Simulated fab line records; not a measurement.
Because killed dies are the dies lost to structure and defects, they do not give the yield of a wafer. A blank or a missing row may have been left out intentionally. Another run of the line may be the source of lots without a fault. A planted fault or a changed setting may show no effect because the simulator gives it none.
fab line records | flow n5Finfet | part 2 of 2: steps 4 to 6 of 6
record: lots: 24 | wafers: 72 | lastDay: 20
route steps=1938 shown BEOL_M4@1038
lots that met no fault: taken from a fault-free run of the same line
startH: the number of hours between the record's first day and the start of the first shown wafer of the lot | waitH: hours elapsed since this lot's preceding step | " same as the row above | L1.1+2: a row that stands for several wafers | - value missing, or start not given | * or withheld: withheld | < > ~ a bound
route shown NAME@n: a module of which the file shows steps, and the number in the route of the first | usual: mean/standard deviation taken from wafers without a fault | same: alike in all rows | chamber/n: place in a boat | sites: the reading at each site | _std_site: the values' standard deviation | _edge_site: inner sites' mean taken away from outer sites' mean | radiusMm: how far each site lies from the wafer's centre | mask NAME#n: copy n | behind: the tool/chamber that last shaped the wafer | hold: cause of the lot's hold/its duration in hours/its outcome | device: which transistor (n, p or np) failed to switch | end of line: the tests these same wafers got at the end of their route | for a step that has no rows: nothing shown but its recipe | killed: not the wafer's yield, but the dies lost to structure and defects at the first sort | map: a wafer's dies, marking killed ones x, the rest . and places with no die _
set.NAME: setting as actually run; set.NAME@STEP: the setting as run at that earlier step | model.NAME: the simulator's own value behind a step, which no gauge read
one table for each step of the route and one row for each wafer, over a sample of lots
services: the hour from which a tool's chamber was out of use, counted from the record's first day as startH (under 0 if before that day), plus the number of hours and why
== steps ==
step: N5_BEOL_M4_VIA_ETCH_34
recipe: chemistry: C4F6/O2 | targetDepthA: 694 | maskMaterial: SOC | pressureMtorr: 15 | ionEnergyEv: 250 | taperDeg: 4 | timeS: 65.9 | sourceW: 350 | biasW: 170 | Ar_flow_sccm: 300 | C4F6_flow_sccm: 10 | O2_flow_sccm: 10
usual: drypumpMotorCurrentA: 5.8/0.5 | oesProductAu: 0.79/0.11 | rfVppV: 663/12 | showerheadPlenumPTorr: 2.84/0.12 | throttleValvePct: 30.6/0.32
lot.wafer | tool       | chamber | startH | waitH | drypumpMotorCurrentA | oesProductAu | rfHoursCounterH | rfVppV | showerheadPlenumPTorr | throttleValvePct
L076.3    | rieDiel-03 | 3       | 204.56 | 0.0   | 6.1                  | 0.67         | 240             | 667    | 2.68                  | 30.5
L076.4    | "          | 0       | "      | "     | 4.9                  | 0.96         | 6               | 660    | 2.80                  | 30.4
L076.5    | "          | 3       | "      | "     | 6.1                  | 0.67         | -               | 667    | 2.68                  | 30.5
L078.1    | rieDiel-03 | 0       | 214.39 | 0.0   | 4.9                  | 0.94         | 10              | 662    | 2.80                  | 30.4
L078.3    | "          | 2       | "      | "     | 5.6                  | 0.71         | 189             | 642    | 2.69                  | 30.4
L078.5    | "          | 0       | "      | "     | 4.9                  | 0.95         | -               | 661    | 2.80                  | 30.4
L074.2    | rieDiel-02 | 1       | 215.66 | 0.0   | 5.5                  | 0.71         | 223             | 658    | 2.79                  | 30.8
L074.3    | "          | 3       | "      | "     | 6.3                  | 0.71         | 192             | 654    | 2.70                  | 30.3
L074.4    | "          | 3       | "      | "     | 6.4                  | 0.71         | -               | 655    | 2.70                  | 30.3
L077.3    | rieDiel-03 | 2       | 220.19 | 0.0   | 5.6                  | 0.71         | 191             | 643    | 2.69                  | 30.4
L077.4    | "          | 1       | "      | "     | 5.9                  | 0.77         | 174             | 665    | 2.96                  | 31.3
L077.5    | "          | 0       | "      | "     | 4.9                  | 0.93         | -               | 660    | 2.80                  | 30.4
L075.1    | rieDiel-03 | 0       | 223.23 | 0.0   | 4.9                  | 0.93         | 13              | 661    | 2.79                  | 30.4
L075.4    | "          | 1       | "      | "     | 6.0                  | 0.77         | 175             | 666    | 2.96                  | 31.3
L075.5    | "          | 1       | "      | "     | 5.9                  | 0.77         | -               | 664    | 2.96                  | 31.3
L080.2    | rieDiel-03 | 3       | 225.85 | 0.0   | 6.1                  | 0.66         | 247             | 668    | 2.68                  | 30.5
L080.4    | "          | 2       | "      | "     | 5.6                  | 0.70         | 194             | 642    | 2.69                  | 30.4
L080.6    | "          | 3       | "      | "     | 6.1                  | 0.67         | -               | 667    | 2.68                  | 30.5
L079.3    | rieDiel-02 | 0       | 226.09 | 0.0   | 6.1                  | 0.92         | 31              | 675    | 3.02                  | 30.3
L079.4    | "          | 0       | "      | "     | 6.1                  | 0.92         | -               | 676    | 3.02                  | 30.3
L079.6    | "          | 1       | "      | "     | 5.5                  | 0.70         | -               | 657    | 2.79                  | 30.8
L081.2    | rieDiel-02 | 1       | 248.03 | 0.0   | 5.5                  | 0.70         | 237             | 657    | 2.79                  | 30.8
L081.3    | "          | 2       | "      | "     | 5.2                  | 0.98         | 3               | 662    | 2.81                  | 30.8
L081.5    | "          | 1       | "      | "     | 5.5                  | 0.69         | -               | 661    | 2.79                  | 30.8
L082.1    | rieDiel-06 | 3       | 248.75 | 0.0   | 6.8                  | 0.69         | 243             | 671    | 2.93                  | 30.7
L082.4    | "          | 1       | "      | "     | 5.2                  | 0.68         | 218             | 652    | 2.93                  | 30.7
L082.6    | "          | 1       | "      | "     | 5.2                  | 0.68         | -               | 651    | 2.93                  | 30.6
L083.1    | rieDiel-03 | 1       | 251.06 | 0.0   | 5.9                  | 0.76         | 187             | 664    | 2.95                  | 31.3
L083.2    | "          | 0       | "      | "     | 4.9                  | 0.91         | 25              | 660    | 2.79                  | 30.4
L083.6    | "          | 1       | "      | "     | 6.0                  | 0.77         | -               | 665    | 2.95                  | 31.3
L086.2    | rieDiel-03 | 3       | 274.73 | 0.0   | 6.1                  | 1.00         | 1               | 677    | 3.01                  | 30.3
L086.3    | "          | 1       | "      | "     | 5.9                  | 0.74         | 197             | 665    | 2.95                  | 31.3
L086.4    | "          | 0       | "      | "     | 4.8                  | 0.89         | 35              | 660    | 2.79                  | 30.4
L084.2    | rieDiel-02 | 3       | 278.57 | 0.0   | 6.4                  | 0.70         | 219             | 654    | 2.69                  | 30.3
L084.4    | "          | 0       | "      | "     | 6.1                  | 0.88         | 52              | 675    | 3.01                  | 30.3
L084.5    | "          | 3       | "      | "     | 6.4                  | 0.69         | -               | 656    | 2.69                  | 30.3
L085.1    | rieDiel-06 | 2       | 282.87 | 0.0   | 6.2                  | 0.65         | 253             | 679    | 2.89                  | 30.6
L085.3    | "          | 1       | "      | "     | 5.2                  | 0.67         | 231             | 651    | 2.93                  | 30.7
L085.6    | "          | 1       | "      | "     | 5.2                  | 0.66         | -               | 652    | 2.93                  | 30.6
L087.3    | rieDiel-02 | 0       | 286.38 | 0.0   | 6.1                  | 0.87         | 55              | 674    | 3.01                  | 30.3
L087.4    | "          | 0       | "      | "     | 6.1                  | 0.87         | -               | 675    | 3.01                  | 30.3
L087.5    | "          | 2       | "      | "     | 5.2                  | 0.93         | -               | 661    | 2.80                  | 30.8
L088.3    | rieDiel-02 | 3       | 295.51 | 0.0   | 6.3                  | 0.70         | 224             | 652    | 2.69                  | 30.3
L088.5    | "          | 0       | "      | "     | 6.1                  | 0.87         | -               | 675    | 3.01                  | 30.3
L088.6    | "          | 2       | "      | "     | 5.2                  | 0.93         | -               | 663    | 2.80                  | 30.8
L089.1    | rieDiel-02 | 1       | 300.73 | 0.0   | 5.5                  | 0.95         | 3               | 658    | 2.78                  | 30.8
L089.3    | "          | 3       | "      | "     | 6.4                  | 0.69         | 226             | 654    | 2.69                  | 30.3
L089.4    | "          | 0       | "      | "     | 6.1                  | 0.87         | 60              | 673    | 3.01                  | 30.3
L091.3    | rieDiel-06 | 0       | 304.05 | 0.0   | 5.9                  | 0.69         | 232             | 690    | 2.89                  | 30.6
L091.4    | "          | 0       | "      | "     | 5.9                  | 0.70         | -               | 690    | 2.89                  | 30.6
L091.5    | "          | 1       | "      | "     | 5.2                  | 0.67         | -               | 652    | 2.92                  | 30.7
L090.1    | rieDiel-03 | 2       | 304.06 | 0.0   | 5.6                  | 0.69         | 222             | 642    | 2.67                  | 30.5
L090.2    | "          | 3       | "      | "     | 6.2                  | 0.96         | 11              | 677    | 3.01                  | 30.3
L090.6    | "          | 0       | "      | "     | 4.8                  | 0.86         | -               | 662    | 2.78                  | 30.4
L093.3    | rieDiel-03 | 0       | 312.70 | 0.0   | 4.8                  | 0.86         | 49              | 661    | 2.78                  | 30.4
L093.5    | "          | 2       | "      | "     | 5.6                  | 0.68         | -               | 643    | 2.67                  | 30.4
L093.6    | "          | 1       | "      | "     | 5.9                  | 0.73         | -               | 665    | 2.94                  | 31.4
L094.2    | rieDiel-03 | 3       | 317.51 | 0.0   | 6.1                  | 0.94         | 17              | 678    | 3.01                  | 30.3
L094.3    | "          | 0       | "      | "     | 4.9                  | 0.87         | 51              | 661    | 2.78                  | 30.4
L094.6    | "          | 0       | "      | "     | 4.8                  | 0.86         | -               | 660    | 2.78                  | 30.5
L092.1    | rieDiel-06 | 0       | 318.00 | 0.0   | 5.9                  | 0.70         | 238             | 689    | 2.89                  | 30.6
L092.3    | "          | 2       | "      | "     | 6.2                  | 0.95         | 3               | 678    | 2.88                  | 30.5
L092.6    | "          | 1       | "      | "     | 5.3                  | 0.66         | -               | 652    | 2.92                  | 30.7
L095.1    | rieDiel-03 | 1       | 346.38 | 0.0   | 5.9                  | 0.73         | 221             | 664    | 2.94                  | 31.3
L095.2    | "          | 3       | "      | "     | 6.1                  | 0.92         | 26              | 678    | 3.00                  | 30.3
L095.3    | "          | 0       | "      | "     | 4.9                  | 0.85         | 59              | 659    | 2.78                  | 30.5
L096.1    | rieDiel-02 | 3       | 350.25 | 0.0   | 6.3                  | 0.67         | 244             | 653    | 2.68                  | 30.4
L096.2    | "          | 1       | "      | "     | 5.5                  | 0.90         | 20              | 659    | 2.77                  | 30.9
L096.4    | "          | 2       | "      | "     | 5.2                  | 0.88         | 39              | 663    | 2.79                  | 30.8
L097.3    | rieDiel-03 | 3       | 376.00 | 0.0   | 6.1                  | 0.91         | 36              | 677    | 3.00                  | 30.4
L097.5    | "          | 2       | "      | "     | 5.6                  | 0.68         | -               | 643    | 2.67                  | 30.5
L097.6    | "          | 1       | "      | "     | 5.9                  | 0.72         | -               | 663    | 2.93                  | 31.4
step: N5_BEOL_M4_DEGAS_44
recipe: ambient: vacuum | tempC: 250 | timeS: 60
usual: heaterPowerW: 335/45
lot.wafer | tool          | chamber | startH | waitH | heaterPowerW
L076.3    | pvdSputter-01 | -       | 205.40 | 0.4   | 294
L076.4    | "             | -       | "      | "     | 317
L076.5    | "             | -       | "      | "     | 317
L078.1    | pvdSputter-03 | -       | 215.10 | 0.3   | 347
L078.3    | "             | -       | "      | "     | 280
L078.5    | "             | -       | "      | "     | 313
L074.2    | pvdSputter-03 | -       | 216.11 | 0.0   | 281
L074.3    | "             | -       | "      | "     | 338
L074.4    | "             | -       | "      | "     | 319
L077.3    | pvdSputter-03 | -       | 220.99 | 0.4   | 350
L077.4    | "             | -       | "      | "     | 284
L077.5    | "             | -       | "      | "     | 317
L075.1    | pvdSputter-01 | -       | 223.93 | 0.3   | 316
L075.4    | "             | -       | "      | "     | 295
L075.5    | "             | -       | "      | "     | 353
L080.2    | pvdSputter-03 | -       | 227.70 | 1.4   | 425
L080.4    | "             | -       | "      | "     | 320
L080.6    | "             | -       | "      | "     | 328
L079.3    | pvdSputter-03 | -       | 227.86 | 1.4   | 423
L079.4    | "             | -       | "      | "     | 323
L079.6    | "             | -       | "      | "     | 276
L081.2    | pvdSputter-01 | -       | 248.64 | 0.2   | 326
L081.3    | "             | -       | "      | "     | 320
L081.5    | "             | -       | "      | "     | 322
L082.1    | pvdSputter-02 | -       | 251.28 | 2.1   | 317
L082.4    | "             | -       | "      | "     | 296
L082.6    | "             | -       | "      | "     | 324
L083.1    | pvdSputter-03 | -       | 252.00 | 0.5   | 432
L083.2    | "             | -       | "      | "     | 318
L083.6    | "             | -       | "      | "     | 281
L086.2    | pvdSputter-03 | -       | 275.70 | 0.6   | 420
L086.3    | "             | -       | "      | "     | 315
L086.4    | "             | -       | "      | "     | 333
L084.2    | pvdSputter-02 | -       | 279.03 | 0.0   | 303
L084.4    | "             | -       | "      | "     | 318
L084.5    | "             | -       | "      | "     | 294
L085.1    | pvdSputter-03 | -       | 283.57 | 0.3   | 318
L085.3    | "             | -       | "      | "     | 343
L085.6    | "             | -       | "      | "     | 337
L087.3    | pvdSputter-02 | -       | 286.99 | 0.2   | 319
L087.4    | "             | -       | "      | "     | 417
L087.5    | "             | -       | "      | "     | 328
L088.3    | pvdSputter-02 | -       | 296.56 | 0.6   | 435
L088.5    | "             | -       | "      | "     | 303
L088.6    | "             | -       | "      | "     | 329
L089.1    | pvdSputter-03 | -       | 301.42 | 0.3   | 317
L089.3    | "             | -       | "      | "     | 331
L089.4    | "             | -       | "      | "     | 281
L091.3    | pvdSputter-02 | -       | 304.63 | 0.2   | 300
L091.4    | "             | -       | "      | "     | 331
L091.5    | "             | -       | "      | "     | 353
L090.1    | pvdSputter-02 | -       | 304.71 | 0.2   | 325
L090.2    | "             | -       | "      | "     | 432
L090.6    | "             | -       | "      | "     | 306
L093.3    | pvdSputter-01 | -       | 313.35 | 0.2   | 284
L093.5    | "             | -       | "      | "     | 298
L093.6    | "             | -       | "      | "     | 343
L094.2    | pvdSputter-01 | -       | 318.19 | 0.3   | 357
L094.3    | "             | -       | "      | "     | 329
L094.6    | "             | -       | "      | "     | 316
L092.1    | pvdSputter-01 | -       | 318.46 | 0.0   | 318
L092.3    | "             | -       | "      | "     | 351
L092.6    | "             | -       | "      | "     | 321
L095.1    | pvdSputter-01 | -       | 347.09 | 0.3   | 316
L095.2    | "             | -       | "      | "     | 356
L095.3    | "             | -       | "      | "     | 298
L096.1    | pvdSputter-03 | -       | 350.71 | 0.0   | 284
L096.2    | "             | -       | "      | "     | 344
L096.4    | "             | -       | "      | "     | 411
L097.3    | pvdSputter-02 | -       | 377.66 | 1.2   | 318
L097.5    | "             | -       | "      | "     | 422
L097.6    | "             | -       | "      | "     | 297
step: N5_BEOL_M4_ALD_84
recipe: material: TaN | targetThkA: * | tempC: 275 | aldPrecursorFamily: PDMAT | aldCoReactant: NH3 | pressureTorr: 3 | carrierFlowSccm: 1500 | pulseTimeS: 2 | purgeTimeS: 3 | coReactantPurgeTimeS: 2 | coReactantPulseTimeS: 3 | aldCycles: 30 | precursorVesselTempC: 75 | precursorVesselPressureTorr: 26.25 | precursorVesselCarrierSccm: 1000
usual: chamberPressureTorr: 3.001/0.0065 | heaterPowerW: 410/46
lot.wafer | tool        | chamber | startH | waitH | chamberPressureTorr | heaterPowerW
L076.3    | aldMetal-03 | 1       | 205.52 | 0.1   | 2.997               | 463
L076.4    | "           | 0       | "      | "     | 3.003               | 402
L076.5    | "           | 3       | "      | "     | 2.999               | 468
L078.1    | aldMetal-01 | 3       | 215.20 | 0.0   | 3.003               | 466
L078.3    | "           | 0       | "      | "     | 2.984               | 410
L078.5    | "           | 1       | "      | "     | 3.001               | 369
L074.2    | aldMetal-01 | 1       | 216.44 | 0.3   | 2.996               | 369
L074.3    | "           | 0       | "      | "     | 3.004               | 407
L074.4    | "           | 3       | "      | "     | 2.995               | 474
L077.3    | aldMetal-01 | 1       | 221.11 | 0.1   | 2.998               | 360
L077.4    | "           | 3       | "      | "     | 2.999               | 456
L077.5    | "           | 2       | "      | "     | 3.007               | 364
L075.1    | aldMetal-03 | 2       | 224.03 | 0.0   | 3.003               | 331
L075.4    | "           | 1       | "      | "     | 2.992               | 467
L075.5    | "           | 1       | "      | "     | 3.003               | 468
L080.2    | aldMetal-01 | 3       | 228.03 | 0.3   | 3.007               | 452
L080.4    | "           | 0       | "      | "     | 3.001               | 405
L080.6    | "           | 2       | "      | "     | 2.996               | 359
L079.3    | aldMetal-03 | 1       | 228.19 | 0.3   | 2.992               | 470
L079.4    | "           | 0       | "      | "     | 2.992               | 403
L079.6    | "           | 3       | "      | "     | 2.994               | 464
L081.2    | aldMetal-01 | 2       | 248.74 | 0.0   | 3.016               | 375
L081.3    | "           | 0       | "      | "     | 3.006               | 409
L081.5    | "           | 2       | "      | "     | 3.007               | 372
L082.1    | aldMetal-03 | 0       | 251.38 | 0.0   | 3.004               | 404
L082.4    | "           | 2       | "      | "     | 2.996               | 326
L082.6    | "           | 0       | "      | "     | 3.005               | 402
L083.1    | aldMetal-04 | 1       | 252.12 | 0.1   | 3.010               | 391
L083.2    | "           | 0       | "      | "     | 3.006               | 477
L083.6    | "           | 3       | "      | "     | 2.991               | 423
L086.2    | aldMetal-03 | 3       | 275.80 | 0.0   | 2.999               | 465
L086.3    | "           | 1       | "      | "     | 2.997               | 466
L086.4    | "           | 0       | "      | "     | 3.000               | 406
L084.2    | aldMetal-04 | 3       | 279.15 | 0.1   | 3.016               | 422
L084.4    | "           | 2       | "      | "     | 3.005               | 378
L084.5    | "           | 2       | "      | "     | 3.005               | 376
L085.1    | aldMetal-04 | 3       | 283.67 | 0.0   | 2.994               | 430
L085.3    | "           | 0       | "      | "     | 3.012               | 484
L085.6    | "           | 2       | "      | "     | 2.999               | 385
L087.3    | aldMetal-01 | 2       | 287.12 | 0.1   | 3.002               | 365
L087.4    | "           | 1       | "      | "     | 2.998               | 359
L087.5    | "           | 2       | "      | "     | 3.000               | 362
L088.3    | aldMetal-01 | 3       | 296.74 | 0.1   | 2.993               | 460
L088.5    | "           | 1       | "      | "     | 3.009               | 362
L088.6    | "           | 2       | "      | "     | 3.000               | 361
L089.1    | aldMetal-04 | 1       | 301.52 | 0.0   | 2.996               | 398
L089.3    | "           | 0       | "      | "     | 3.015               | 468
L089.4    | "           | 2       | "      | "     | 2.994               | 381
L091.3    | aldMetal-01 | 3       | 304.85 | 0.2   | 2.994               | 459
L091.4    | "           | 0       | "      | "     | 2.995               | 401
L091.5    | "           | 3       | "      | "     | 3.006               | 467
L090.1    | aldMetal-04 | 1       | 304.87 | 0.1   | 2.998               | 393
L090.2    | "           | 3       | "      | "     | 2.994               | 423
L090.6    | "           | 1       | "      | "     | 3.000               | 387
L093.3    | aldMetal-04 | 0       | 313.45 | 0.0   | 3.008               | 481
L093.5    | "           | 2       | "      | "     | 3.000               | 392
L093.6    | "           | 3       | "      | "     | 2.991               | 437
L094.2    | aldMetal-03 | 2       | 318.29 | 0.0   | 2.999               | 328
L094.3    | "           | 3       | "      | "     | 2.993               | 461
L094.6    | "           | 1       | "      | "     | 3.007               | 475
L092.1    | aldMetal-04 | 0       | 318.56 | 0.0   | 2.995               | 471
L092.3    | "           | 1       | "      | "     | 2.998               | 390
L092.6    | "           | 0       | "      | "     | 3.012               | 472
L095.1    | aldMetal-04 | 2       | 347.19 | 0.0   | 3.001               | 386
L095.2    | "           | 1       | "      | "     | 2.999               | 396
L095.3    | "           | 0       | "      | "     | 2.997               | 475
L096.1    | aldMetal-03 | 3       | 350.81 | 0.0   | 3.006               | 469
L096.2    | "           | 0       | "      | "     | 2.998               | 415
L096.4    | "           | 2       | "      | "     | 3.007               | 335
L097.3    | aldMetal-03 | 3       | 377.76 | 0.0   | 3.002               | 454
L097.5    | "           | 3       | "      | "     | 3.006               | 461
L097.6    | "           | 0       | "      | "     | 3.000               | 405
== services ==
tool          | chamber | startH | hours | kind
rieDiel-02    | 2       | 187.41 | 4.7   | repair
rieDiel-06    | 2       | 204.99 | 5.7   | repair
rieDiel-02    | 0       | 209.63 | 4.7   | repair
rieDiel-02    | 2       | 215.22 | 8.0   | repair
rieDiel-02    | 2       | 223.32 | -     | clean
rieDiel-02    | 2       | 223.32 | -     | consumableReplace:focusRing
rieDiel-02    | 2       | 223.32 | 17.2  | scheduledDown
rieDiel-02    | 2       | 223.32 | 17.2  | ventCycle
rieDiel-03    | 2       | 232.24 | 9.5   | repair
rieDiel-06    | -       | 234.94 | 0.5   | repair
rieDiel-03    | 3       | 245.80 | 5.4   | repair
rieDiel-03    | 3       | 251.28 | -     | clean
rieDiel-03    | 3       | 251.28 | -     | consumableReplace:focusRing
rieDiel-03    | 3       | 251.28 | -     | consumableReplace:showerhead
rieDiel-03    | 3       | 251.28 | 21.2  | scheduledDown
rieDiel-03    | 3       | 251.28 | 21.2  | ventCycle
rieDiel-06    | 3       | 268.66 | -     | clean
rieDiel-06    | 3       | 268.66 | -     | consumableReplace:focusRing
rieDiel-06    | 3       | 268.66 | 20.6  | scheduledDown
aldMetal-03   | -       | 280.48 | 0.8   | repair
rieDiel-02    | -       | 336.28 | 0.6   | repair
aldMetal-01   | -       | 337.25 | 14.0  | pm
aldMetal-03   | 1       | 356.26 | 53.9  | repair
pvdSputter-01 | -       | 376.86 | 2.8   | repair
